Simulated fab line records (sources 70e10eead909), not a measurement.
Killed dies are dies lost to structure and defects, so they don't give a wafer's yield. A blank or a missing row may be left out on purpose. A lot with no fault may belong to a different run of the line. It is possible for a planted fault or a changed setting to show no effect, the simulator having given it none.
A lot that was struck, set against a sound lot ; flow nandHarc ; 17 steps out of a route of 1159
Sound: the wafers L879.1, L879.3, L879.6. Struck: wafer L887.5. (L887.4 of the same lot was not struck and is left out.) The cause comes at the end.
At each step with rows: each side's tool, then ch and its chambers, then its first start. Under that, the readings that differ: sound wafers ; struck wafers ; difference of the means ; sigmas: that difference in standard deviations of wafers without a fault.
alike: a reading whose means differ by less than 2 such deviations, as well as words and numbers matching on both sides. not compared: withheld readings; readings where some wafer has no value; bounds like >300 that might hide an equal value; numbers whose values overlap and for which the record gives no deviation.
Wherever a step has rows on one side only, a row that says differs or no value, or a row with sigmas, the two part there. When numbers do not overlap yet have no deviation, they are printed without sigmas and do not part them. Lack of a reading on every wafer of one side parts them only where that side has two or more wafers.

NHARC_P_M0_OVL_MEAS_10: pitch 180 nm.
  sound on overlay-02, day 6 14:31; struck on overlay-02, day 9 03:44
reading;sound;struck;difference;sigmas
overlayXNm (nm);2.4 1.6 2.4;-1.7;-3.8;-4
  alike: overlayYNm
NHARC_P_M0_INSPECT_11:
  sound on defectInspect-02, day 6 14:33; struck on defectInspect-01, day 9 03:46
  alike: rawDefectCount
NHARC_P_M0_DESCUM_14: chemistry O2, time 3 s.
  sound on rieDiel-05 ch 0,1,3, day 6 14:37; struck on rieDiel-06 ch 2, day 9 03:52
  alike: drypumpMotorCurrentA, o2FlowSccm, oesProductAu, rfVppV, showerheadPlenumPTorr, throttleValvePct
  not compared: rfHoursCounterH
then, 2 steps without rows for these wafers: NHARC_P_M0_ETCH_34 (etches the open film in N2/H2, target depth 40 nm, overetch 12 nm, time 43.94 s); NHARC_P_M0_ETCH_15 (etches the open film in C4F8/Ar, target depth 150 nm, overetch 15 nm, time 82.5 s).
NHARC_P_M0_CD_MEAS_16:
  sound on cdSem-01, day 6 14:56; struck on cdSem-02, day 9 04:08
  alike: cdNm
NHARC_P_M0_STRIP_18: strips in N2/H2.
  sound on rieDiel-06 ch 0,1, day 6 15:00; struck on rieDiel-07 ch 0, day 9 04:17
  alike: drypumpMotorCurrentA, oesProductAu, powerW, rfVppV, showerheadPlenumPTorr, throttleValvePct
  not compared: rfHoursCounterH
then, 2 steps without rows for these wafers: NHARC_P_M0_STRIP_19 (strips in post etch residue remover, time 600 s); NHARC_P_M0_DEGAS_28 (time 60 s).
NHARC_P_M0_PRE_CLEAN_29: time 30 s.
  sound on pvdSputter-01; struck on pvdSputter-02
  alike: heaterPowerW
then, 1 step without rows for these wafers: NHARC_P_M0_PVD_20 (deposits TaN, target thk 5 nm, time 8.06 s).
NHARC_P_M0_PVD_21: deposits Cu, target thk 30 nm, time 20.49 s.
  sound on pvdSputter-01; struck on pvdSputter-02
  alike: throttleValvePct
NHARC_P_M0_ECD_22: material Cu, target thk 400 nm.
  sound on ecdCu-02 ch 0,1, day 6 15:54; struck on ecdCu-02 ch 1, day 9 05:13
NHARC_P_M0_ANNEAL_30: time 90 s.
  sound on rtpAnneal-02 ch 0, day 6 16:17; struck on rtpAnneal-02 ch 0, day 9 05:38
  alike: wafer_temp_C_max
NHARC_P_M0_CMP_23: polishes, t overpolish 20 s, target thk 117.53 nm.
  sound on cmp-04 ch 0,2, day 6 16:39; struck on cmp-01 ch 2, day 9 05:55
reading;sound;struck;difference;sigmas
motorCurrentA (A);10.9 14.9 14.5;10.9;-2.5;-3
timeToEndpointS (s);25.1 25.8 26.9;5.1;-20.8;-7
  alike: retainingRingPressureFrac
NHARC_P_M0_THK_MEAS_24: measures by xrf.
  sound on filmMetro-02, day 6 16:56; struck on filmMetro-01, day 9 06:08
  alike: thkNm
NHARC_END_SORT_01:
  the record has rows for the sound wafers here (prober-02 ch 0, day 20 00:48) and none for the struck ones

WHERE THEY PART
Last at NHARC_END_SORT_01 as far as this record goes, first at NHARC_P_M0_OVL_MEAS_10.

WHY: whatever the simulator had introduced
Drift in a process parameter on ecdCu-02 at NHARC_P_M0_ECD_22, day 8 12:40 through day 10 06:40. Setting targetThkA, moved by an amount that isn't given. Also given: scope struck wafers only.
